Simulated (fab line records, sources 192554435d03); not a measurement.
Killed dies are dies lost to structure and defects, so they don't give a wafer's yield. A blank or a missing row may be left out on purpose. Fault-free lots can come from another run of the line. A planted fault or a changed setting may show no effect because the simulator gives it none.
Struck lot and sound lot, side by side    flow n5Finfet    38 out of 1938 route steps
Sound: wafers L343.1, L343.2, L343.3. Struck: wafer L338.3; the same lot's L338.6 was not struck, so it is left out; see the end for the cause.
At each step with rows: each side's tool, then ch and its chambers, then its first start. Under that, the readings that differ: sound wafers    struck wafers    difference of the means    sigmas: that difference in standard deviations of wafers without a fault.
alike: readings whose means differ by less than 2 such deviations, and words and numbers that are the same on both sides. not compared: withheld readings, readings that some wafer has no value for, bounds like >300 that may hide the same value, and numbers for which the record gives no deviation and whose values overlap.
The two part at a step that has a row with sigmas, a row that says differs or no value, or rows on one side only. Numbers that have no deviation but don't overlap get no sigmas and don't part them. A reading missing from all wafers of one side parts the sides only when that side holds two or more wafers.

first, 9 steps without rows for these wafers: N5_BEOL_M8_DESCUM_33 (chemistry O2, time 7 s); N5_BEOL_M8_ETCH_72 (etches underlayer in N2/H2, target depth 6.5 nm, time 5.2 s); N5_BEOL_M8_ETCH_65 (etches SiARC in CF4, target depth 15.6 nm, time 26 s); N5_BEOL_M8_ETCH_66 (etches SOC in N2/H2, target depth 80 nm, overetch 16 nm, time 120 s); N5_BEOL_M8_STRIP_69 (strips in N2/H2); N5_BEOL_M8_STRIP_73 (strips in N2/H2); N5_BEOL_M8_VIA_ETCH_34 (etches SiCOH lowk in C4F6/O2, target depth 125.5 nm, time 50.5 s); N5_BEOL_M8_STRIP_76 (strips in C4F6/O2); N5_BEOL_M8_STRIP_36 (strips in N2/H2).
N5_BEOL_M8_TRENCH_ETCH_37: etches SiCOH lowk in C4F6/O2, target depth 93.478 nm, time 31.2 s.
  sound on rieDiel-04 ch 1,2,3, day 15 22:46; struck on rieDiel-05 ch 0, day 15 00:25
reading                                    sound            struck  difference  sigmas
runLengthS (s)                             54.6 54.1 54.9   47.8    -6.7        -18
model.BEOL_M8.featureDepthNm (nm)          94.8 94.4 95.8   71.4    -23.6       
model.etch.depthNm (nm)                    94.77 94.4 95.8  71.47   -23.52      
model.TiN_of_BEOL_M8_HM_DEP_02.thkNm (nm)  17.2 17.4 17.6   18      +1          
  alike: drypumpMotorCurrentA, oesProductAu, rfVppV, showerheadPlenumPTorr, throttleValvePct
  not compared: rfHoursCounterH
then, 2 steps without rows for these wafers: N5_BEOL_M8_ETCH_41 (etches SiCN in CH3F/O2, target depth 31.9 nm, time 57.8 s); N5_BEOL_M8_STRIP_80 (strips in N2/H2, time 10 s).
N5_BEOL_M8_OCD_MEAS_38:
  struck on ocd-02, day 15 00:34; sound on ocd-02, day 15 22:56
reading             sound           struck  difference  sigmas
trenchDepthNm (nm)  94.5 95.1 96.0  71.7    -23.5       -13
then, 13 steps without rows for these wafers: N5_BEOL_M8_HM_STRIP_39 (strips TiN in peroxide tin strip, target depth 25 nm, time 158 s); N5_BEOL_M8_SRD_40 (time 30 s); N5_BEOL_M8_PRECLEAN_42 (cleans in residue remover, time 60 s); N5_BEOL_M8_SRD_43 (time 30 s); N5_BEOL_M8_CURE_75 (cures SiCOH lowk, time 120 s); N5_BEOL_M8_DEGAS_44 (time 60 s); N5_BEOL_M8_PRE_CLEAN_45 (time 30 s); N5_BEOL_M8_ALD_77 (deposits TaN, target thk 2 nm, pulse time 2 s, purge time 3 s); N5_BEOL_M8_SURFACE_TREAT_79; N5_BEOL_M8_CVD_78 (deposits Co from CCTBA/H2, target thk 2 nm, time 142.3 s); N5_BEOL_M8_SPUTTER_48 (material Cu, target thk 10 nm, time 1.667 s); N5_BEOL_M8_ECD_50 (material Cu, target thk 300 nm); N5_BEOL_M8_ANNEAL_51 (time 90 s).
N5_BEOL_M8_CMP_52: polishes, stops on SiCOH lowk, t overpolish 6.9 s, target thk 80 nm.
  sound on cmp-01 ch 0,2,3, day 16 01:39; struck on cmp-02 ch 1, day 15 02:34
reading                                sound       struck  difference  sigmas
model.Cu_of_BEOL_M8_ECD_50.thkNm (nm)  82 84 81.8  56.8    -25.8       
  alike: barrierFieldEndpointS, motorCurrentA, overpolishRunS, slurryFilterDpKPa, timeToEndpointS
N5_BEOL_M8_THK_MEAS_53: measures by xrf.
  struck on filmMetro-02, day 15 02:52; sound on filmMetro-01, day 16 01:57
reading      sound           struck  difference  sigmas
M8_THK (nm)  81.6 83.5 80.8  56.6    -25.4       -12
then, 2 steps without rows for these wafers: N5_BEOL_M8_PRE_CLEAN_55 (time 15 s); N5_BEOL_M8_DEP_56 (deposits SiCN from 3MS/NH3, target thk 10 nm, time 17.5 s).
N5_BEOL_M8_RS_MEAS_57: measurement is done with a four-point probe.
  struck on filmMetro-02, day 15 02:59; sound on filmMetro-02, day 16 02:05
reading         sound              struck  difference  sigmas
M8_RS (ohm/sq)  0.278 0.269 0.279  0.431   +0.156      +18
then, 5 steps without rows for these wafers: N5_BEOL_M9_ILD_DEP_00 (deposits SiCOH lowk from DEMS/porogen, target thk 308.51 nm, time 58 s); N5_BEOL_M9_CURE_71 (cures SiCOH lowk, time 240 s); N5_BEOL_M9_PECVD_70 (deposits SiO2 from TEOS/O2, target thk 20 nm, time 22.7 s); N5_BEOL_M9_HM_DEP_02 (deposits TiN, target thk 20 nm); N5_BEOL_M9_COAT_59 (time 60 s, resist thk 100 nm).
-- a jump in the record: the struck wafers' starts before and after are 2 days apart (it breaks off in module BEOL_M9 and resumes in module BEOL_M15, where the first step shown is number 1830 of the route) --
N5_BEOL_M15_RC_MEAS_101:
  sound on prober-02 ch 0, day 18 06:38; struck on prober-01 ch 0, day 17 03:09
reading                    sound                    struck   difference  sigmas
COMB_M15 (S/m)             3.4e-12 3.8e-12 3.8e-12  1.4e-12  -2.3e-12    -3
COMB_M15_max_site (S/m)    5.6e-12 4.9e-12 4.6e-12  2.4e-12  -2.6e-12    -3
COMB_M7 (S/m)              2.8e-11 3.1e-11 3.3e-11  2e-11    -1e-11      -2
SERP_M6 (ohm/um)           13.8 14.2 13.9           12.6     -1.4        -2
SERP_M7 (ohm/um)           13.1 14.6 13.4           12.2     -1.5        -2
SERP_M8 (ohm/um)           14.3 13.7 13.1           20.6     +6.9        +11
SERP_M8_max_site (ohm/um)  14.7 14.0 13.6           21.9     +7.8        +12
  alike: COMB_M10, COMB_M10_max_site, COMB_M11, COMB_M12, COMB_M13, COMB_M14, COMB_M5, COMB_M6, COMB_M6_max_site, COMB_M9, SERP_M10, SERP_M11, SERP_M12, SERP_M13, SERP_M14, SERP_M14_max_site, SERP_M5, SERP_M7_max_site, SERP_M9
N5_PASSIVATION_PROBE_49:
  struck on prober-01, day 17 16:02; sound on prober-01, day 18 22:28
reading        sound    struck  difference  sigmas
killedAtOther  17 8 10  0       -12         -4
  alike: defectLimitedYield, killed_at_M0_to_M3, killed_at_M4_up, killedAtContacts, killedAtFrontEnd, killedDies, killedOpen, killedShort, sort_bin_5_function, sort_bin_6_memory, sort_bin_8_speed, sortNPass

== WHERE THEY PART ==
Last at N5_PASSIVATION_PROBE_49 as far as this record goes, first at N5_BEOL_M8_TRENCH_ETCH_37.

WHY: whatever the simulator had introduced
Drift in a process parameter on rieDiel-05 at N5_BEOL_M8_TRENCH_ETCH_37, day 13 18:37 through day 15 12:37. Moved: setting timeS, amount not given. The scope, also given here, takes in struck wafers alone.
